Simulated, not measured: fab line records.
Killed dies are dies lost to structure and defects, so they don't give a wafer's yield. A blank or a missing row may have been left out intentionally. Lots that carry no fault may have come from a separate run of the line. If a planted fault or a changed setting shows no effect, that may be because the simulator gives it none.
Matching of chambers :: flow n5 finfet :: cmp-02 running N5_GATE_CUT_CMP_61: 4 sister chambers
The step polishes, stops on SiNx, t overpolish 3 s. 33 wafers are shown with their chamber, then 12 later ones without.

WAFERS, EACH WITH ITS CHAMBER
wafer: L075.1
chamber: 1
motor current A (A): 12.5
platen rpm (rpm): 27.083

wafer: L075.3
chamber: 3
motor current A (A): 11.6
platen rpm (rpm): 27.062

wafer: L075.5
chamber: 2
motor current A (A): 12.1
platen rpm (rpm): 27.100

wafer: L076.2
chamber: 3
motor current A (A): 11.4
platen rpm (rpm): 27.076

wafer: L076.3
chamber: 2
motor current A (A): 11.4
platen rpm (rpm): 27.085

wafer: L076.5
chamber: 3
motor current A (A): 11.2
platen rpm (rpm): 27.107

wafer: L077.1
chamber: 0
motor current A (A): 12.7
platen rpm (rpm): 27.080

wafer: L077.2
chamber: 2
motor current A (A): 11.4
platen rpm (rpm): 27.069

wafer: L077.4
chamber: 3
motor current A (A): 10.9
platen rpm (rpm): 27.088

wafer: L077.3
chamber: 1
motor current A (A): 12.1
platen rpm (rpm): 27.078

wafer: L077.5
chamber: 3
motor current A (A): 11.1
platen rpm (rpm): 27.119

wafer: L077.6
chamber: 2
motor current A (A): 11.6
platen rpm (rpm): 27.055

wafer: L078.2
chamber: 0
motor current A (A): 13.2
platen rpm (rpm): 27.092

wafer: L078.4
chamber: 3
motor current A (A): 11.6
platen rpm (rpm): 27.047

wafer: L078.6
chamber: 0
motor current A (A): 12.7
platen rpm (rpm): 27.071

wafer: L082.2
chamber: 2
motor current A (A): 12.3
platen rpm (rpm): 27.076

wafer: L082.3
chamber: 3
motor current A (A): 12.6
platen rpm (rpm): 27.085

wafer: L082.5
chamber: 0
motor current A (A): 13.3
platen rpm (rpm): 27.088

wafer: L084.1
chamber: 2
motor current A (A): 11.1
platen rpm (rpm): 27.074

wafer: L084.2
chamber: 1
motor current A (A): 12.0
platen rpm (rpm): 27.101

wafer: L084.4
chamber: 3
motor current A (A): 11.3
platen rpm (rpm): 27.054

wafer: L086.1
chamber: 2
motor current A (A): 11.8
platen rpm (rpm): 27.095

wafer: L086.4
chamber: 0
motor current A (A): 13.1
platen rpm (rpm): 27.089

wafer: L086.6
chamber: 3
motor current A (A): 11.5
platen rpm (rpm): 27.064

wafer: L086.2
chamber: 3
motor current A (A): 11.4
platen rpm (rpm): 27.079

wafer: L086.3
chamber: 1
motor current A (A): 12.5
platen rpm (rpm): 27.102

wafer: L086.5
chamber: 2
motor current A (A): 11.7
platen rpm (rpm): 27.053

wafer: L088.2
chamber: 1
motor current A (A): 12.1
platen rpm (rpm): 27.065

wafer: L088.5
chamber: 2
motor current A (A): 11.4
platen rpm (rpm): 27.068

wafer: L088.6
chamber: 1
motor current A (A): 12.3
platen rpm (rpm): 27.091

wafer: L092.1
chamber: 0
motor current A (A): 12.9
platen rpm (rpm): 27.068

wafer: L092.2
chamber: 2
motor current A (A): 11.3
platen rpm (rpm): 27.089

wafer: L092.6
chamber: 0
motor current A (A): 13.0
platen rpm (rpm): 27.079

SIGNATURES, as means of the wafers listed above
reading: motor current A
chamber 0: 12.986
chamber 1: 12.250
chamber 2: 11.610
chamber 3: 11.460
scatter within a chamber: 0.357

reading: platen rpm
chamber 0: 27.08100
chamber 1: 27.08667
chamber 2: 27.07640
chamber 3: 27.07810
scatter within a chamber: 0.0171
Rule: a wafer's distance from a chamber is the root of the sum, over the readings, of the square of ((its reading less the chamber's mean) divided by the reading's scatter). The wafer belongs to the nearest chamber; if the next one is less than 2 further off, it can't be placed. How the scatter is found: for the shown wafers, subtract from each reading the mean of its chamber, square and add these, divide the total by (wafers less chambers), then take the root.

WAFERS WITH NO CHAMBER GIVEN
wafer: L092.3
motor current A (A): 11.2
platen rpm (rpm): 27.081

wafer: L092.4
motor current A (A): 12.4
platen rpm (rpm): 27.063

wafer: L092.5
motor current A (A): 12.0
platen rpm (rpm): 27.089

wafer: L095.1
motor current A (A): 12.4
platen rpm (rpm): 27.097

wafer: L095.2
motor current A (A): 11.7
platen rpm (rpm): 27.076

wafer: L095.4
motor current A (A): 12.8
platen rpm (rpm): 27.067

wafer: L096.2
motor current A (A): 13.0
platen rpm (rpm): 27.091

wafer: L096.3
motor current A (A): 11.2
platen rpm (rpm): 27.121

wafer: L096.5
motor current A (A): 11.3
platen rpm (rpm): 27.107

wafer: L097.1
motor current A (A): 12.6
platen rpm (rpm): 27.076

wafer: L097.3
motor current A (A): 11.4
platen rpm (rpm): 27.081

wafer: L097.5
motor current A (A): 12.4
platen rpm (rpm): 27.077

THE CHAMBER EACH PASSED THROUGH
wafer: L092.3
from the rows above: can't be placed: 3 or 2
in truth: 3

wafer: L092.4
from the rows above: can't be placed: 1 or 0 or 2 or 3
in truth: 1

wafer: L092.5
from the rows above: can't be placed: 1 or 2 or 3
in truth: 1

wafer: L095.1
from the rows above: can't be placed: 1 or 0 or 2
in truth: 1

wafer: L095.2
from the rows above: can't be placed: 2 or 3 or 1
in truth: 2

wafer: L095.4
from the rows above: can't be placed: 0 or 1
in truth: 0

wafer: L096.2
from the rows above: can't be placed: 0 or 1
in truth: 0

wafer: L096.3
from the rows above: can't be placed: 3 or 2 or 1
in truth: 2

wafer: L096.5
from the rows above: can't be placed: 3 or 2 or 1
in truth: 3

wafer: L097.1
from the rows above: can't be placed: 0 or 1 or 2
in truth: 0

wafer: L097.3
from the rows above: can't be placed: 3 or 2
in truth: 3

wafer: L097.5
from the rows above: can't be placed: 1 or 0 or 2 or 3
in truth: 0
Placed correctly: 0 of 12. From these rows, 12 cannot be placed; in 12 the true chamber is one of the candidates. Wrongly placed: 0.
